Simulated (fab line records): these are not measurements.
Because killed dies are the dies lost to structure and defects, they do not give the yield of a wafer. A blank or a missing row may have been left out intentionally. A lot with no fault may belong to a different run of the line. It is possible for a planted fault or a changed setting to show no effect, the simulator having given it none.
A struck lot beside a sound one    flow nand-harc    15 out of 1302 route steps
Sound: the wafers L520.3, L520.4, L520.5. Struck: wafer L525.5 (left out: L525.2, L525.6 of the same lot, which were not struck); the cause appears at the end.
Each step with rows lists, per side, the tool, then ch with its chambers, then its first start. Under that, the readings that differ: sound wafers    struck wafers    difference of the means    sigmas: that difference in standard deviations of wafers without a fault.
alike: words and numbers the same on both sides, and readings whose means are apart by under 2 such deviations; not compared: readings that were withheld, readings missing a value for some wafer, numbers with overlapping values and no deviation given by the record, and bounds like >300 which may hide the same value.
Wherever a step has rows on one side only, a row that says differs or no value, or a row with sigmas, the two part there. Numbers that have no deviation but don't overlap get no sigmas and don't part them. A reading missing from all wafers of one side parts the sides only when that side holds two or more wafers.

first, 1 step without rows for these wafers: NHARC_A_ONON_D1_DEP_00 (target thk 1000 nm).
NHARC_A_ONON_D1_THK_MEAS_02: measures by ellipsometry.
  sound on film-metro-01 at day 9 21:43; struck on film-metro-01 at day 11 23:25
reading      sound        struck  difference  sigmas
thk-nm (nm)  997 999 999  979     -19         -2
then, 1 step without rows for these wafers: NHARC_A_ONON_D1_DEP_03 (target thk 1000 nm).
NHARC_A_ONON_D1_THK_MEAS_05: measures by ellipsometry.
  sound on film-metro-02 at day 9 22:17; struck on film-metro-01 at day 11 23:59
  alike: thk-nm
then, 1 step without rows for these wafers: NHARC_A_ONON_D1_DEP_06 (target thk 1000 nm).
NHARC_A_ONON_D1_THK_MEAS_08: measures by ellipsometry.
  sound on film-metro-01 at day 9 22:51; struck on film-metro-02 at day 12 00:33
  alike: thk-nm
then, 1 step without rows for these wafers: NHARC_A_ONON_D1_DEP_09 (target thk 1000 nm).
NHARC_A_ONON_D1_THK_MEAS_11: measures by ellipsometry.
  sound on film-metro-02 at day 9 23:25; struck on film-metro-01 at day 12 01:07
reading      sound        struck  difference  sigmas
thk-nm (nm)  992 990 991  1009    +18         +2
then, 1 step without rows for these wafers: NHARC_A_ONON_D1_DEP_12 (target thk 1000 nm).
NHARC_A_ONON_D1_THK_MEAS_14: measures by ellipsometry.
  sound on film-metro-02 at day 9 23:58; struck on film-metro-02 at day 12 01:43
  alike: thk-nm
then, 1 step without rows for these wafers: NHARC_A_ONON_D1_ANNEAL_15 (time 3600 s).
NHARC_A_ONON_D1_DEP_16: target thk 1000 nm.
  sound on pecvd-onon-03 ch 0, day 10 07:22; struck on pecvd-onon-03 ch 0, day 12 09:02
  alike: n2o-flow-sccm, nh3-flow-sccm
NHARC_A_ONON_D1_THK_MEAS_18: measures by ellipsometry.
  sound on film-metro-02 at day 10 07:45; struck on film-metro-02 at day 12 09:29
reading      sound        struck  difference  sigmas
thk-nm (nm)  999 999 997  619     -379        -46
then, 1 step without rows for these wafers: NHARC_A_ONON_D1_DEP_19 (target thk 1000 nm).
-- jump in the record: it breaks off in module A_ONON_D1 and resumes in module END (first step shown: number 1302 of the route), and 17 days separate the struck wafers' starts before and after --
NHARC_END_SORT_01:
  sound on prober-02 ch 0, day 26 06:41; struck on prober-01 ch 0, day 29 07:57
reading              sound     struck  difference  sigmas
killed-at-array      37 44 52  670     +626        +37
killed-at-periphery  1 3 0     7       +6          +2
killed-dies          38 47 52  677     +631        +37
  alike: killed-at-other, killed-open, killed-short

WHERE THEY PART
Earliest at NHARC_A_ONON_D1_THK_MEAS_02; latest, in this record, at NHARC_END_SORT_01.

WHY: what the simulator had put in
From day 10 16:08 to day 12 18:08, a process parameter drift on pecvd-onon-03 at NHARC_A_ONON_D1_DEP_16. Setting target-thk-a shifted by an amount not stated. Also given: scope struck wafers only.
